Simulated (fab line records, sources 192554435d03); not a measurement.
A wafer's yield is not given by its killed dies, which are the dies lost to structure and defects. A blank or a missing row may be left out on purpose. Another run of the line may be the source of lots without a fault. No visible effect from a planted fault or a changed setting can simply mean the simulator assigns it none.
Which tool was responsible?	flow n5-finfet	10 lots with 30 wafers sampled at 2 steps, on a route of 1938 steps

WHAT THE GAUGES SHOWED, per wafer
N5_BEOL_M6_CD_MEAS_18: pitch 80 nm, target cd 40 nm.
lot	measured	on	cd-nm (nm)
L675	day 9 18:08	cd-sem-02	40.1 39.3 39.3
L680	day 10 20:04	cd-sem-01	40.4 39.9 40.0
L686	day 13 09:25	cd-sem-01	39.7 40.3 39.4
L687	day 13 18:51	cd-sem-01	40.4 40.5 40.3
L688	day 13 19:37	cd-sem-02	39.9 39.8 40.1
L695	day 15 16:05	cd-sem-01	40.0 40.3 40.7
L693	day 15 17:53	cd-sem-01	40.8 41.0 40.1
L696	day 16 04:22	cd-sem-02	40.3 40.6 40.6
L698	day 16 13:27	cd-sem-03	40.7 40.4 40.2
L697	day 16 19:52	cd-sem-01	40.5 40.5 40.5

WHICH TOOL RAN EACH LOT (tool, then ch and the chambers of the sampled wafers, then the start)
lot	N5_BEOL_M6_DESCUM_16
L675	rie-diel-03 ch 0,1,3, day 9 17:40
L680	rie-diel-06 ch 0,1,3, day 10 19:37
L686	rie-diel-06 ch 0,3, day 13 08:58
L687	rie-diel-03 ch 0,1, day 13 18:23
L688	rie-diel-06 ch 0,1,2, day 13 18:59
L695	rie-diel-06 ch 0,1,3, day 15 15:37
L693	rie-diel-05 ch 0,1, day 15 17:25
L696	rie-diel-05 ch 0,3, day 16 03:55
L698	rie-diel-05 ch 1,3, day 16 12:59
L697	rie-diel-05 ch 1,2, day 16 19:21
- N5_BEOL_M6_DESCUM_16: chemistry O2, time 7.9 s.

WHAT THE TOOLS THEMSELVES READ (means of the sampled wafers that have a number; where no wafer has one, the mark that the record gives instead)
N5_BEOL_M6_DESCUM_16.
lot	tool	drypump-motor-current-A (A)	oes-product-au (a.u.)	rf-vpp-V (V)	showerhead-plenum-p-Torr (Torr)	throttle-valve-pct (%)
L675	rie-diel-03	5.42	0.81	243.6	2.11	20.38
L680	rie-diel-06	5.56	0.76	242.8	2.06	20.39
L686	rie-diel-06	5.46	0.73	242.0	2.02	20.67
L687	rie-diel-03	5.44	0.74	242.9	2.09	20.33
L688	rie-diel-06	5.56	0.72	242.7	2.05	20.31
L695	rie-diel-06	5.57	0.72	242.6	2.05	20.47
L693	rie-diel-05	5.41	0.81	243.6	2.14	20.58
L696	rie-diel-05	5.44	0.79	243.7	2.13	20.56
L698	rie-diel-05	5.56	0.83	242.7	2.12	20.45
L697	rie-diel-05	5.65	0.88	242.8	2.11	20.32

THE ANSWER, worked out from the rows above alone
Rule: the usual values come from the lots themselves. The widest of any qualifying gaps counts: lots, ordered by their means at a reading, are off when they make up no more than a third of the lots, leave a main group of 4 or more, and stand apart from it by 3 or more times the standard deviation of that group's means. The tables above print the reading to a certain number of digits; a main group whose means all agree to those digits is not used. Also off: a lot with no number at a reading for which 4 or more lots have one. Where the step has rows for the other lots, those lots are counted as sound. Order of review: gauges by route order, followed by the tools' own readings, for which a lot's mean as printed above is used. The first step at which some lot is off is used, and at that step the reading that is off furthest; a lot without a number counts as furthest.
No lot is off at any reading shown: from this, nothing can be told.

WHAT THE SIMULATOR PUT IN
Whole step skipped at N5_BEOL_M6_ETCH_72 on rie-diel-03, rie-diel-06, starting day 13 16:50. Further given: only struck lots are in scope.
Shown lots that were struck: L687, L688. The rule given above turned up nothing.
